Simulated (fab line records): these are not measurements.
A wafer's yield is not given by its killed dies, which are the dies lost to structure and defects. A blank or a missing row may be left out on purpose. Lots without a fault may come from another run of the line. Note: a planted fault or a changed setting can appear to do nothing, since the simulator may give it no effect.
Matching of chambers :: flow n5-finfet :: 4 sister chambers for N5_HKMG_FIN_ALD_79 on ald-metal-04
The step deposits TiN, target thk 1.5 nm, pulse time 1 s, purge time 3 s. 14 wafers are shown with their chamber, then 7 later ones without.

WAFERS, EACH WITH ITS CHAMBER
wafer: L078.2
chamber: 2
heater-power-outer-w (W): 468
heater-power-w (W): 832
precursor-pulse-height-rel: 1.012

wafer: L078.3
chamber: 3
heater-power-outer-w (W): 522
heater-power-w (W): 825
precursor-pulse-height-rel: 0.979

wafer: L078.6
chamber: 0
heater-power-outer-w (W): 584
heater-power-w (W): 1027
precursor-pulse-height-rel: 0.971

wafer: L080.2
chamber: 2
heater-power-outer-w (W): 475
heater-power-w (W): 838
precursor-pulse-height-rel: 0.997

wafer: L080.3
chamber: 3
heater-power-outer-w (W): 521
heater-power-w (W): 817
precursor-pulse-height-rel: 0.998

wafer: L080.6
chamber: 2
heater-power-outer-w (W): 465
heater-power-w (W): 829
precursor-pulse-height-rel: 0.961

wafer: L081.1
chamber: 2
heater-power-outer-w (W): 462
heater-power-w (W): 816
precursor-pulse-height-rel: 0.994

wafer: L081.3
chamber: 1
heater-power-outer-w (W): 565
heater-power-w (W): 891
precursor-pulse-height-rel: 0.994

wafer: L081.6
chamber: 1
heater-power-outer-w (W): 569
heater-power-w (W): 895
precursor-pulse-height-rel: 1.011

wafer: L083.1
chamber: 1
heater-power-outer-w (W): 562
heater-power-w (W): 886
precursor-pulse-height-rel: 0.961

wafer: L083.2
chamber: 3
heater-power-outer-w (W): 507
heater-power-w (W): 834
precursor-pulse-height-rel: 1.023

wafer: L083.6
chamber: 2
heater-power-outer-w (W): 463
heater-power-w (W): 804
precursor-pulse-height-rel: 1.030

wafer: L085.1
chamber: 3
heater-power-outer-w (W): 517
heater-power-w (W): 802
precursor-pulse-height-rel: 1.023

wafer: L085.2
chamber: 0
heater-power-outer-w (W): 591
heater-power-w (W): 981
precursor-pulse-height-rel: 0.976

SIGNATURES (means of the wafers above)
reading: heater-power-outer-w
chamber 0: 587.50
chamber 1: 565.33
chamber 2: 466.60
chamber 3: 516.75
scatter within a chamber: 5.47

reading: heater-power-w
chamber 0: 1004.00
chamber 1: 890.67
chamber 2: 823.80
chamber 3: 819.50
scatter within a chamber: 15.5

reading: precursor-pulse-height-rel
chamber 0: 0.97350
chamber 1: 0.98867
chamber 2: 0.99880
chamber 3: 1.00575
scatter within a chamber: 0.023
Rule: for each reading, subtract the chamber's mean from the wafer's reading, divide by that reading's scatter and square the result; add these up over the readings and take the root, which gives the wafer's distance from the chamber. The wafer belongs to the nearest chamber; if the next one is less than 2 further off, it can't be placed. The scatter: the root of (the sum of the squares of (reading less its chamber's mean) over the shown wafers, divided by (wafers less chambers)).

WAFERS WITHOUT THEIR CHAMBER
wafer: L085.3
heater-power-outer-w (W): 475
heater-power-w (W): 821
precursor-pulse-height-rel: 1.006

wafer: L087.3
heater-power-outer-w (W): 576
heater-power-w (W): 891
precursor-pulse-height-rel: 0.983

wafer: L087.4
heater-power-outer-w (W): 469
heater-power-w (W): 809
precursor-pulse-height-rel: 1.018

wafer: L087.5
heater-power-outer-w (W): 584
heater-power-w (W): 987
precursor-pulse-height-rel: 0.972

wafer: L094.1
heater-power-outer-w (W): 528
heater-power-w (W): 800
precursor-pulse-height-rel: 0.995

wafer: L094.2
heater-power-outer-w (W): 480
heater-power-w (W): 809
precursor-pulse-height-rel: 1.021

wafer: L094.4
heater-power-outer-w (W): 559
heater-power-w (W): 901
precursor-pulse-height-rel: 1.023

WHICH CHAMBER EACH ONE RAN IN
wafer: L085.3
from the rows above: 2
in truth: 2

wafer: L087.3
from the rows above: 1
in truth: 1

wafer: L087.4
from the rows above: 2
in truth: 2

wafer: L087.5
from the rows above: 0
in truth: 0

wafer: L094.1
from the rows above: 3
in truth: 3

wafer: L094.2
from the rows above: 2
in truth: 2

wafer: L094.4
from the rows above: 1
in truth: 1
Placed correctly: 7 of 7. Left unplaced by these rows: 0. Number placed wrongly: 0.
